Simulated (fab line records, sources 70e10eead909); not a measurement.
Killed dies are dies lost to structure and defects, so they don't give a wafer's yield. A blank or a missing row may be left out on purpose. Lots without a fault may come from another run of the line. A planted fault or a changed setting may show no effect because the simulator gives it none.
Chamber matching | flow nand_harc | NHARC_A_SGD_CUT_ETCHBACK_24 on rie_diel-13: 4 sister chambers
The step etches the open film in CH3F/O2, target depth 50 nm, time 92.857 s. 4 wafers are shown with their chamber, then 8 later ones without.

WAFERS WITH THEIR CHAMBER
wafer  | chamber | drypump_motor_current_A (A)
L085.4 | 0       | 6.5
L090.3 | 3       | 5.6
L090.6 | 2       | 5.4
L092.2 | 1       | 5.0

WAFERS WITHOUT THEIR CHAMBER
wafer  | drypump_motor_current_A (A)
L092.3 | 5.5
L092.4 | 5.6
L095.1 | 5.6
L095.2 | 5.4
L095.5 | 5.4
L094.1 | 5.4
L094.3 | 5.6
L094.6 | 5.0

WHICH CHAMBER EACH WENT THROUGH
wafer  | from the rows above     | in truth
L092.3 | can't be placed: 2 or 3 | 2
L092.4 | 3                       | 3
L095.1 | 3                       | 3
L095.2 | 2                       | 2
L095.5 | 2                       | 2
L094.1 | 2                       | 2
L094.3 | 3                       | 3
L094.6 | 1                       | 1
Placed correctly: 7 of 8. Can't be placed from these rows: 1 (the true chamber is among the candidates in 1). Placed wrongly: 0.
How it was worked out, from the rows above alone: a wafer's distance from a chamber is the root of the sum, over the readings, of the square of ((its reading less the chamber's mean) divided by the reading's scatter). The wafer belongs to the nearest chamber; if the next one is less than 2 further off, it can't be placed. A chamber's mean is the mean of its shown wafers. The scatter: with one shown wafer a chamber, the root of the mean of the squares of how far each hidden wafer lies from its nearest shown one.
